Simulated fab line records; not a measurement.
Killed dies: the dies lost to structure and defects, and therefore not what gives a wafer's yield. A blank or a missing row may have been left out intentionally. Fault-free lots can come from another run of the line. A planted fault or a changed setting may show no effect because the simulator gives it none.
Matching of chambers :: flow n5-finfet :: cmp-02 running N5_DUMMY_GATE_CMP_04: 4 sister chambers
The step polishes a-Si. 27 wafers are shown with their chamber, then 12 later ones without.

## WAFERS PAIRED WITH THEIR CHAMBERS
wafer: L075.1
chamber: 1
motor-current-A (A): 10.9
time-to-endpoint-s (s): 13.3

wafer: L075.3
chamber: 2
motor-current-A (A): 10.0
time-to-endpoint-s (s): 13.3

wafer: L075.6
chamber: 1
motor-current-A (A): 10.6
time-to-endpoint-s (s): 12.9

wafer: L076.1
chamber: 2
motor-current-A (A): 9.8
time-to-endpoint-s (s): 14.5

wafer: L076.3
chamber: 0
motor-current-A (A): 8.1
time-to-endpoint-s (s): 13.6

wafer: L076.5
chamber: 0
motor-current-A (A): 8.4
time-to-endpoint-s (s): 13.6

wafer: L080.1
chamber: 3
motor-current-A (A): 10.2
time-to-endpoint-s (s): 15.2

wafer: L080.4
chamber: 2
motor-current-A (A): 9.6
time-to-endpoint-s (s): 11.9

wafer: L080.6
chamber: 1
motor-current-A (A): 11.1
time-to-endpoint-s (s): 10.9

wafer: L085.1
chamber: 1
motor-current-A (A): 11.1
time-to-endpoint-s (s): 14.1

wafer: L085.3
chamber: 2
motor-current-A (A): 9.8
time-to-endpoint-s (s): 12.9

wafer: L085.6
chamber: 1
motor-current-A (A): 10.7
time-to-endpoint-s (s): 14.0

wafer: L085.2
chamber: 0
motor-current-A (A): 8.6
time-to-endpoint-s (s): 14.1

wafer: L085.4
chamber: 3
motor-current-A (A): 9.9
time-to-endpoint-s (s): 15.0

wafer: L085.5
chamber: 2
motor-current-A (A): 9.6
time-to-endpoint-s (s): 12.9

wafer: L087.1
chamber: 3
motor-current-A (A): 9.7
time-to-endpoint-s (s): 13.0

wafer: L087.2
chamber: 1
motor-current-A (A): 10.5
time-to-endpoint-s (s): 11.8

wafer: L087.3
chamber: 0
motor-current-A (A): 9.0
time-to-endpoint-s (s): 12.9

wafer: L088.1
chamber: 0
motor-current-A (A): 8.1
time-to-endpoint-s (s): 15.2

wafer: L088.4
chamber: 2
motor-current-A (A): 9.9
time-to-endpoint-s (s): 11.8

wafer: L088.5
chamber: 1
motor-current-A (A): 10.6
time-to-endpoint-s (s): 12.5

wafer: L089.1
chamber: 1
motor-current-A (A): 10.9
time-to-endpoint-s (s): 11.3

wafer: L089.3
chamber: 3
motor-current-A (A): 10.2
time-to-endpoint-s (s): 11.6

wafer: L089.6
chamber: 1
motor-current-A (A): 10.5
time-to-endpoint-s (s): 13.4

wafer: L090.3
chamber: 1
motor-current-A (A): 10.6
time-to-endpoint-s (s): 14.6

wafer: L090.4
chamber: 3
motor-current-A (A): 10.1
time-to-endpoint-s (s): 16.8

wafer: L090.6
chamber: 3
motor-current-A (A): 10.1
time-to-endpoint-s (s): 14.9

SIGNATURES (means of the wafers above)
reading: motor-current-A
chamber 0: 8.440
chamber 1: 10.750
chamber 2: 9.783
chamber 3: 10.033
scatter within a chamber: 0.245

reading: time-to-endpoint-s
chamber 0: 13.880
chamber 1: 12.880
chamber 2: 12.883
chamber 3: 14.417
scatter within a chamber: 1.29
Rule: for a wafer and a chamber, the distance is found by dividing, reading by reading, the gap between the wafer's reading and the chamber's mean by the reading's scatter, squaring, summing and taking the root. The wafer belongs to the nearest chamber; if the next one is less than 2 further off, it can't be placed. The scatter: the root of (the sum of the squares of (reading less its chamber's mean) over the shown wafers, divided by (wafers less chambers)).

## WAFERS WITHOUT THEIR CHAMBER
wafer: L090.1
motor-current-A (A): 8.2
time-to-endpoint-s (s): 15.3

wafer: L090.2
motor-current-A (A): 9.5
time-to-endpoint-s (s): 13.5

wafer: L090.5
motor-current-A (A): 8.2
time-to-endpoint-s (s): 14.4

wafer: L091.1
motor-current-A (A): 10.2
time-to-endpoint-s (s): 14.4

wafer: L091.2
motor-current-A (A): 8.1
time-to-endpoint-s (s): 13.9

wafer: L091.6
motor-current-A (A): 8.2
time-to-endpoint-s (s): 12.0

wafer: L092.1
motor-current-A (A): 10.2
time-to-endpoint-s (s): 13.6

wafer: L092.2
motor-current-A (A): 11.1
time-to-endpoint-s (s): 12.7

wafer: L092.3
motor-current-A (A): 8.3
time-to-endpoint-s (s): 11.1

wafer: L095.1
motor-current-A (A): 9.2
time-to-endpoint-s (s): 11.3

wafer: L095.4
motor-current-A (A): 10.7
time-to-endpoint-s (s): 12.1

wafer: L095.5
motor-current-A (A): 8.4
time-to-endpoint-s (s): 14.1

## WHICH CHAMBER EACH ONE RAN IN
wafer: L090.1
from the rows above: 0
in truth: 0

wafer: L090.2
from the rows above: can't be placed: 2 or 3
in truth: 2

wafer: L090.5
from the rows above: 0
in truth: 0

wafer: L091.1
from the rows above: can't be placed: 3 or 2 or 1
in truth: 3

wafer: L091.2
from the rows above: 0
in truth: 0

wafer: L091.6
from the rows above: 0
in truth: 0

wafer: L092.1
from the rows above: can't be placed: 3 or 2 or 1
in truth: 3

wafer: L092.2
from the rows above: 1
in truth: 1

wafer: L092.3
from the rows above: 0
in truth: 0

wafer: L095.1
from the rows above: can't be placed: 2 or 0 or 3
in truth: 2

wafer: L095.4
from the rows above: 1
in truth: 1

wafer: L095.5
from the rows above: 0
in truth: 0
8 of 12 placed correctly. Not placeable from these rows: 4 (in 4, the candidates include the true chamber). Number placed wrongly: 0.
